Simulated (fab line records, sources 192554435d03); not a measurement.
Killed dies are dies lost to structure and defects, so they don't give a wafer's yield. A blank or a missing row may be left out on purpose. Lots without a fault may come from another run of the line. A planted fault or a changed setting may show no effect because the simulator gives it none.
A struck lot beside a sound one | flow n5_finfet | 36 steps out of a route of 1938
Sound: wafers L650.2, L650.3, L650.5. Struck: wafers L635.2, L635.3, L635.5. The cause comes at the end.
At each step with rows: each side's tool, then ch and its chambers, then its first start. Under that, the readings that differ: sound wafers | struck wafers | difference of the means | sigmas: that difference in standard deviations of wafers without a fault.
alike: readings whose means differ by less than 2 such deviations, and words and numbers that are the same on both sides. not compared: withheld readings, readings that some wafer has no value for, bounds like >300 that may hide the same value, and numbers for which the record gives no deviation and whose values overlap.
The two part at a step that has a row with sigmas, a row that says differs or no value, or rows on one side only. Numbers that don't overlap but have no deviation are shown without sigmas and don't part them. A reading that every wafer of one side lacks parts them only if that side has two wafers or more.

first, 9 steps without rows for these wafers: N5_BEOL_M4_ANNEAL_95 (time 240 s); N5_BEOL_M4_SPUTTER_96 (material Cu, target thk 4.5 nm, time 8.29 s); N5_BEOL_M4_ECD_50 (material Cu, target thk 300 nm); N5_BEOL_M4_ANNEAL_51 (time 90 s); N5_BEOL_M4_CMP_52 (polishes, stops on SiOC, t overpolish 6.8 s, target thk 40 nm); N5_BEOL_M4_PRE_CLEAN_60 (time 15 s); N5_BEOL_M4_CO_CAP_55 (material Co, precursor CCTBA/H2, target thk 2 nm, time 102.1 s); N5_BEOL_M4_PRE_CLEAN_56 (time 15 s); N5_BEOL_M4_DEP_57 (deposits SiCN from 3MS/NH3, target thk 8 nm, time 14 s).
N5_BEOL_M4_RC_MEAS_101:
  sound on prober-01 ch 0, day 13 00:48; struck on prober-01 ch 0, day 8 23:53
  alike: DIBL_N, DIBL_P, IOFF_N, IOFF_P, ION_N, ION_P, SS_N, SS_P, VT_N, VT_P
then, 24 steps without rows for these wafers: N5_BEOL_M5_ILD_DEP_00 (deposits SiCOH lowk from DEMS/porogen, target thk 140.64 nm, time 25.9 s); N5_BEOL_M5_CURE_79 (cures SiCOH lowk, time 240 s); N5_BEOL_M5_PECVD_70 (deposits SiO2 from TEOS/O2, target thk 16 nm, time 18 s); N5_BEOL_M5_HM_DEP_02 (deposits TiN, target thk 20 nm); N5_BEOL_M5_COAT_59 (time 60 s, resist thk 60 nm); N5_BEOL_M5_COAT_60 (time 60 s, resist thk 12 nm); N5_BEOL_M5_COAT_71 (time 60 s, resist thk 5 nm); N5_BEOL_M5_COAT_05 (resist thk 30 nm); N5_BEOL_M5_EBR_07; N5_BEOL_M5_SOFTBAKE_06 (time 60 s); N5_BEOL_M5_EXPOSE_08 (exposes mask M5, target cd 28 nm); N5_BEOL_M5_PEB_09 (peb time 60 s); N5_BEOL_M5_DEVELOP_10 (develop time 30 s); N5_BEOL_M5_DESCUM_16 (chemistry O2, time 7 s); N5_BEOL_M5_ETCH_72 (etches underlayer in N2/H2, target depth 6.5 nm, time 5.2 s); N5_BEOL_M5_ETCH_61 (etches SiARC in CF4, target depth 15.6 nm, time 26 s); N5_BEOL_M5_ETCH_62 (etches SOC in N2/H2, target depth 75 nm, overetch 15 nm, time 112.5 s); N5_BEOL_M5_STRIP_63 (strips in N2/H2); N5_BEOL_M5_STRIP_73 (strips in N2/H2); N5_BEOL_M5_STRIP_64 (strips in CF4); N5_BEOL_M5_HM_OPEN_17 (chemistry Cl2/BCl3, target TiN, target depth 20 nm, overetch 6 nm); N5_BEOL_M5_STRIP_19 (strips in O2); N5_BEOL_M5_COAT_65 (time 60 s, resist thk 60 nm); N5_BEOL_M5_COAT_66 (time 60 s, resist thk 12 nm).
N5_BEOL_M7_ETCH_41: etches SiCN in CH3F/O2, target depth 31.9 nm, time 57.8 s.
  sound on rie_diel-01 ch 1,2, day 14 10:16; struck on rie_diel-06 ch 1,2, day 10 04:47
  no value came back on the struck wafers for any of 7 readings (CH3F_flow_sccm (sccm), O2_flow_sccm (sccm) and others); on the sound wafers CH3F_flow_sccm (sccm) reads 30.03 30.04 30.04
  not compared: rf_hours_counter_h
-- the record jumps here: 4 days lie between the struck wafers' starts before and after (it left off in module BEOL_M7 and takes up again in module PASSIVATION, whose first step shown is number 1936 of the route) --
N5_PASSIVATION_PROBE_49:
  sound on prober-01, day 17 15:07; struck on prober-02, day 13 18:41
  reading                  | sound          | struck         | difference | sigmas
  defect_limited_yield (%) | 93.0 92.2 93.1 | 0 0 0          | -93        | -66
  killed_at_M4_up          | 4 20 7         | 1075 1071 1077 | +1064      | +99 or more
  killed_at_front_end      | 27 31 26       | 47 67 52       | +27        | +2
  killed_dies              | 83 92 81       | 1180 1180 1180 | +1095      | +64
  killed_on_rim            | 21 9 14        | 152 152 152    | +137       | +31
  killed_open              | 47 63 48       | 82 82 74       | +27        | +2
  sort_bin_5_function (%)  | 4.1 5.2 3.6    | 95.7 96.3 96.7 | +91.9      | +99
  sort_n_pass              | 1097 1088 1099 | 0 0 0          | -1095      | -64
  sort_yield_pct (%)       | 93.0 92.2 93.1 | 0 0 0          | -93        | -66
  alike: killed_at_M0_to_M3, killed_at_contacts, killed_at_other, killed_short, sort_bin_6_memory

WHERE THEY PART
First at N5_BEOL_M7_ETCH_41; last, within this record, at N5_PASSIVATION_PROBE_49.

WHY: what the simulator had put in
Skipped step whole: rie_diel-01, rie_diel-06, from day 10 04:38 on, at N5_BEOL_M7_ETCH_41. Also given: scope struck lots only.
